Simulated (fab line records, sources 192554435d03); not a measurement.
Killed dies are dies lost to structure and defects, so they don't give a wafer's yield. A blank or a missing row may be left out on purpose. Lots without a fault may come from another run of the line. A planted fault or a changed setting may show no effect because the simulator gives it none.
Chamber matching | flow n5_finfet | N5_FIN_SAQP_ETCH_67 on rie_diel-05: 4 sister chambers
The step etches SiNx in CH3F/O2, target depth 30 nm. 4 wafers are shown with their chamber, then 8 later ones without.

WAFERS WITH THEIR CHAMBER
wafer  | chamber | showerhead_plenum_p_Torr (Torr)
L080.5 | 2       | 1.90
L084.1 | 3       | 1.98
L084.3 | 1       | 1.91
L086.1 | 0       | 2.11

WAFERS WITHOUT THEIR CHAMBER
wafer  | showerhead_plenum_p_Torr (Torr)
L086.4 | 1.98
L086.5 | 1.91
L089.3 | 2.10
L089.4 | 1.98
L089.6 | 2.10
L092.2 | 2.10
L092.4 | 2.15
L092.6 | 1.90

WHICH CHAMBER EACH WENT THROUGH
wafer  | from the rows above     | in truth
L086.4 | 3                       | 3
L086.5 | can't be placed: 1 or 2 | 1
L089.3 | 0                       | 0
L089.4 | 3                       | 3
L089.6 | 0                       | 0
L092.2 | 0                       | 0
L092.4 | 0                       | 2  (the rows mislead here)
L092.6 | can't be placed: 2 or 1 | 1
Placed correctly: 5 of 8. Can't be placed from these rows: 2 (the true chamber is among the candidates in 2). Placed wrongly: 1.
How it was worked out, from the rows above alone: a wafer's distance from a chamber is the root of the sum, over the readings, of the square of ((its reading less the chamber's mean) divided by the reading's scatter). The wafer belongs to the nearest chamber; if the next one is less than 2 further off, it can't be placed. A chamber's mean is the mean of its shown wafers. The scatter: with one shown wafer a chamber, the root of the mean of the squares of how far each hidden wafer lies from its nearest shown one.
